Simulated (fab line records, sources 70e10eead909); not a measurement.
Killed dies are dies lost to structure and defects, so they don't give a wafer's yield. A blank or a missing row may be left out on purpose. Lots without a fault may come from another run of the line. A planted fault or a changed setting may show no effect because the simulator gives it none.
Which tool did it? | flow nand_harc | 13 lots, 39 wafers sampled, at 5 steps of a route of 1302

WHAT THE GAUGES READ, wafer by wafer
NHARC_A_DECK1_JOINT_THK_MEAS_17: measures by ellipsometry.
lot  | measured     | on            | thk_nm (nm)
L581 | day 12 11:32 | film_metro-02 | 44.8 47.3 45.5
L584 | day 13 05:40 | film_metro-02 | 43.6 42.5 44.5
L583 | day 13 05:39 | film_metro-02 | 46.5 46.6 47.3
L582 | day 15 09:00 | film_metro-02 | 46.3 44.5 41.2
L588 | day 15 09:00 | film_metro-01 | 43.5 44.2 45.6
L593 | day 17 08:53 | film_metro-01 | 46.6 45.3 46.6
L595 | day 18 16:11 | film_metro-01 | 46.2 46.6 45.1
L596 | day 18 16:01 | film_metro-01 | 46.3 45.0 45.9
L597 | day 18 16:01 | film_metro-02 | 44.3 44.4 47.0
L598 | day 19 10:17 | film_metro-02 | 45.7 46.3 46.4
L601 | day 21 01:21 | film_metro-01 | 43.4 45.6 46.0
L602 | day 21 03:25 | film_metro-02 | 45.7 46.7 46.8
L604 | day 21 16:56 | film_metro-01 | 44.6 45.5 44.2

WHICH TOOL RAN EACH LOT (tool, then ch and the chambers of the sampled wafers, then the start)
lot  | NHARC_A_CHANNEL_FILL_D1_STRIP_29              | NHARC_A_CHANNEL_FILL_D1_CMP_10 | NHARC_A_DECK1_JOINT_CVD_12                                            | NHARC_A_DECK1_JOINT_CMP_13
L581 | rie_diel-07 ch 0,1,2, day 10 23:40 or earlier | cmp-03 ch 1,2, day 10 23:40    | lpcvd_poly-04 ch 0, day 11 07:35                                      | cmp-04 ch 0,3, day 11 13:29
L584 | rie_diel-01 ch 0,2, day 11 21:07 or earlier   | cmp-03 ch 1,2,3, day 11 21:07  | lpcvd_poly-04 ch 0, day 12 05:00 and lpcvd_poly-01 ch 0, day 12 07:49 | cmp-01 ch 0,2,3, day 12 12:46
L583 | rie_diel-04 ch 1,3, day 11 21:05 or earlier   | cmp-01 ch 0,2, day 11 21:05    | lpcvd_poly-04 ch 0, day 12 05:00                                      | cmp-02 ch 1,2,3, day 12 07:52
L582 | rie_diel-07 ch 0,1,3, day 13 10:52 or earlier | cmp-02 ch 1,2,3, day 13 10:52  | lpcvd_poly-01 ch 0, day 13 18:45                                      | cmp-01 ch 0,1,3, day 13 21:37
L588 | rie_diel-04 ch 0,1,2, day 13 17:40 or earlier | cmp-01 ch 0,1,2, day 13 17:40  | lpcvd_poly-01 ch 0, day 14 01:34                                      | cmp-02 ch 0,1, day 14 08:25
L593 | rie_diel-01 ch 2,3, day 15 22:35 or earlier   | cmp-01 ch 1,2,3, day 15 22:35  | lpcvd_poly-01 ch 0, day 16 06:31                                      | cmp-04 ch 1,3, day 16 09:22
L595 | rie_diel-04 ch 0,3, day 17 02:55 or earlier   | cmp-02 ch 0,2,3, day 17 02:55  | lpcvd_poly-04 ch 0, day 17 10:46                                      | cmp-02 ch 1,2,3, day 17 13:41
L596 | rie_diel-04 ch 1,2,3, day 17 07:38 or earlier | cmp-01 ch 0,3, day 17 07:38    | lpcvd_poly-04 ch 0, day 17 15:32                                      | cmp-02 ch 1,3, day 17 18:24
L597 | rie_diel-04 ch 0,1,3, day 17 07:36 or earlier | cmp-03 ch 1,2,3, day 17 07:36  | lpcvd_poly-04 ch 0, day 17 15:32                                      | cmp-04 ch 0,1, day 17 18:23
L598 | rie_diel-04 ch 1,2,3, day 17 22:06 or earlier | cmp-03 ch 0,1, day 17 22:06    | lpcvd_poly-02 ch 0, day 18 05:50                                      | cmp-01 ch 0,1, day 18 08:41
L601 | rie_diel-07 ch 1,3, day 19 12:41 or earlier   | cmp-02 ch 0,1,2, day 19 12:41  | lpcvd_poly-04 ch 0, day 19 20:36                                      | cmp-02 ch 1,2, day 19 23:26
L602 | rie_diel-01 ch 0,1, day 19 19:49 or earlier   | cmp-03 ch 0,1,2, day 19 19:49  | lpcvd_poly-04 ch 0, day 20 03:41                                      | cmp-04 ch 0,1,2, day 20 06:38
L604 | rie_diel-04 ch 0,2,3, day 20 01:50 or earlier | cmp-02 ch 0,1,3, day 20 01:50  | lpcvd_poly-02 ch 0, day 20 10:20                                      | cmp-01 ch 1,2,3, day 20 13:11
- NHARC_A_CHANNEL_FILL_D1_STRIP_29: strips in O2, time 20 s.
- NHARC_A_CHANNEL_FILL_D1_CMP_10: polishes, target thk 150 nm.
- NHARC_A_DECK1_JOINT_CVD_12: deposits poly-Si, target thk 90 nm, time 1800 s.
- NHARC_A_DECK1_JOINT_CMP_13: polishes, target thk 51.023 nm.

WHAT THE TOOLS THEMSELVES READ (means of the sampled wafers that have a number; where no wafer has one, the mark that the record gives instead)
NHARC_A_CHANNEL_FILL_D1_STRIP_29.
lot  | tool        | drypump_motor_current_A (A) | oes_product_au (a.u.) | rf_vpp_V (V) | showerhead_plenum_p_Torr (Torr) | throttle_valve_pct (%)
L581 | rie_diel-07 | 6.1                         | 0.997                 | 57.3         | 3.44                            | 17.023
L584 | rie_diel-01 | 5.4                         | 0.999                 | 57.6         | 3.64                            | 17.036
L583 | rie_diel-04 | 5.7                         | 0.989                 | 58.4         | 3.67                            | 17.045
L582 | rie_diel-07 | 6.0                         | 1.004                 | 58.2         | 3.36                            | 17.040
L588 | rie_diel-04 | 5.8                         | 0.998                 | 58.0         | 3.57                            | 17.031
L593 | rie_diel-01 | 5.7                         | 0.992                 | 57.9         | 3.64                            | 17.032
L595 | rie_diel-04 | 6.1                         | 1.005                 | 57.6         | 3.74                            | 17.042
L596 | rie_diel-04 | 5.8                         | 0.995                 | 58.1         | 3.58                            | 17.033
L597 | rie_diel-04 | 5.7                         | 1.002                 | 58.4         | 3.65                            | 17.030
L598 | rie_diel-04 | 5.8                         | 0.998                 | 58.2         | 3.58                            | 17.043
L601 | rie_diel-07 | 6.0                         | 0.994                 | 57.1         | 3.35                            | 17.041
L602 | rie_diel-01 | 5.2                         | 0.997                 | 58.3         | 3.61                            | 17.028
L604 | rie_diel-04 | 6.2                         | 0.994                 | 57.9         | 3.67                            | 17.030

NHARC_A_CHANNEL_FILL_D1_CMP_10.
lot  | tool   | motor_current_A (A) | time_to_endpoint_s (s)
L581 | cmp-03 | 11.0                | 14.5
L584 | cmp-03 | 11.3                | 15.8
L583 | cmp-01 | 13.8                | 20.2
L582 | cmp-02 | 12.1                | 10.4
L588 | cmp-01 | 12.4                | 17.1
L593 | cmp-01 | 10.7                | 14.9
L595 | cmp-02 | 11.6                | 14.8
L596 | cmp-01 | 13.2                | 14.6
L597 | cmp-03 | 11.2                | 13.7
L598 | cmp-03 | 12.4                | 16.0
L601 | cmp-02 | 11.7                | 15.1
L602 | cmp-03 | 11.5                | 14.2
L604 | cmp-02 | 11.5                | 14.5

NHARC_A_DECK1_JOINT_CMP_13.
lot  | tool   | motor_current_A (A) | time_to_endpoint_s (s)
L581 | cmp-04 | 12.4                | 15.9
L584 | cmp-01 | 13.1                | 21.0
L583 | cmp-02 | 12.2                | 6.9
L582 | cmp-01 | 12.7                | 8.8
L588 | cmp-02 | 11.9                | 15.4
L593 | cmp-04 | 11.3                | 6.2
L595 | cmp-02 | 12.2                | 10.8
L596 | cmp-02 | 11.4                | 9.3
L597 | cmp-04 | 12.6                | 9.6
L598 | cmp-01 | 13.0                | 8.3
L601 | cmp-02 | 12.6                | 11.2
L602 | cmp-04 | 11.7                | 11.8
L604 | cmp-01 | 11.2                | 9.2

THE ANSWER, worked out from the rows above alone
Rule: what is usual is taken from the lots themselves. Put in order of their means at a reading, lots are off if they are a third of the lots or fewer, leave a main group of 4 or more, and stand apart from it by a gap of 3 or more times the standard deviation of the main group's means; of several such gaps the widest counts. A main group whose means are all the same, to the digits that the tables above print for the reading, isn't used. A lot without any number at a reading at which 4 lots or more have one is off too. The other lots that the step has rows for count as sound. The gauges are gone through in route order, then the tools' own readings, and for those a lot's mean is taken as printed above. The first step at which some lot is off is used, and at that step the reading that is off furthest; a lot without a number counts as furthest.
No lot is off at any reading shown: from this, nothing can be told.

WHAT THE SIMULATOR HAD PUT IN
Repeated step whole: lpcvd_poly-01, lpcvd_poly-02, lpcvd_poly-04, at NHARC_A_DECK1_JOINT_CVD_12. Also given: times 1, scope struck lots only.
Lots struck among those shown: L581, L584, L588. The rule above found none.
